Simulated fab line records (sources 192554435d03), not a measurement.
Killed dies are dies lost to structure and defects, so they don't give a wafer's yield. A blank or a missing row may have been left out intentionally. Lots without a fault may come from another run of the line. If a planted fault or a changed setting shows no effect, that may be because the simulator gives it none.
Which tool was responsible? | flow n5 finfet | at 1 step of a route of 1938, 22 lots with 66 wafers sampled

WHAT THE GAUGES READ, wafer by wafer
N5_FIN_SAQP_CD_MEAS_37: the cd target is 8 nm.
lot  | measured    | on        | cd nm (nm)
L074 | day 2 03:11 | cd sem-01 | 7.47 8.43 7.73
L075 | day 2 08:18 | cd sem-03 | 8.45 8.25 8.34
L076 | day 2 15:10 | cd sem-03 | 7.87 7.96 8.43
L077 | day 2 20:19 | cd sem-02 | 8.66 8.43 8.28
L078 | day 3 01:59 | cd sem-03 | 8.31 8.20 8.09
L079 | day 3 07:45 | cd sem-01 | 7.95 8.42 8.12
L080 | day 3 15:24 | cd sem-01 | 8.33 7.64 8.21
L081 | day 3 20:46 | cd sem-02 | 8.12 7.98 8.42
L082 | day 4 02:52 | cd sem-03 | 8.71 8.23 8.54
L083 | day 4 09:09 | cd sem-01 | 8.10 8.35 8.20
L085 | day 4 22:35 | cd sem-01 | 8.50 8.35 7.93
L086 | day 5 03:42 | cd sem-02 | 8.16 8.13 8.52
L087 | day 5 10:20 | cd sem-02 | 8.25 8.53 8.18
L088 | day 5 18:28 | cd sem-02 | 8.08 8.30 8.37
L089 | day 5 23:49 | cd sem-01 | 8.16 8.80 8.24
L090 | day 6 05:28 | cd sem-01 | 8.07 8.17 8.16
L091 | day 6 11:22 | cd sem-03 | 7.95 7.65 8.23
L092 | day 6 18:18 | cd sem-03 | 8.26 8.26 8.25
L093 | day 6 21:11 | cd sem-01 | 7.80 7.74 7.98
L094 | day 7 04:29 | cd sem-03 | 8.43 8.11 7.61
L095 | day 7 11:14 | cd sem-02 | 8.19 8.36 8.20
L097 | day 7 20:39 | cd sem-03 | 7.84 7.74 7.69

WHAT TOOL EACH LOT RAN ON (gives the tool, then ch and the chambers of the sampled wafers, and finally the start)
There is no process step in the record ahead of these readings.

WHAT THE TOOLS THEMSELVES READ (means of the sampled wafers that have a number; where no wafer has one, the mark that the record gives instead)
The record holds no such reading with a usual standard deviation.

THE ANSWER, worked out from the rows above alone
Rule: what is usual is taken from the lots themselves. The widest of any qualifying gaps counts: lots, ordered by their means at a reading, are off when they make up no more than a third of the lots, leave a main group of 4 or more, and stand apart from it by 3 or more times the standard deviation of that group's means. If all means in a main group match to the digits the tables above print for the reading, that group is not used. A lot without any number at a reading at which 4 lots or more have one is off too. Where the step has rows for the other lots, those lots are counted as sound. The gauges are gone through in route order, then the tools' own readings, and for those a lot's mean is taken as printed above. At the first step where some lot is off, the reading lying furthest off is the one used; lots without a number count as furthest.
Across all readings shown, no lot is off: no conclusion can be drawn from this.

WHAT HAD BEEN PUT IN BY THE SIMULATOR
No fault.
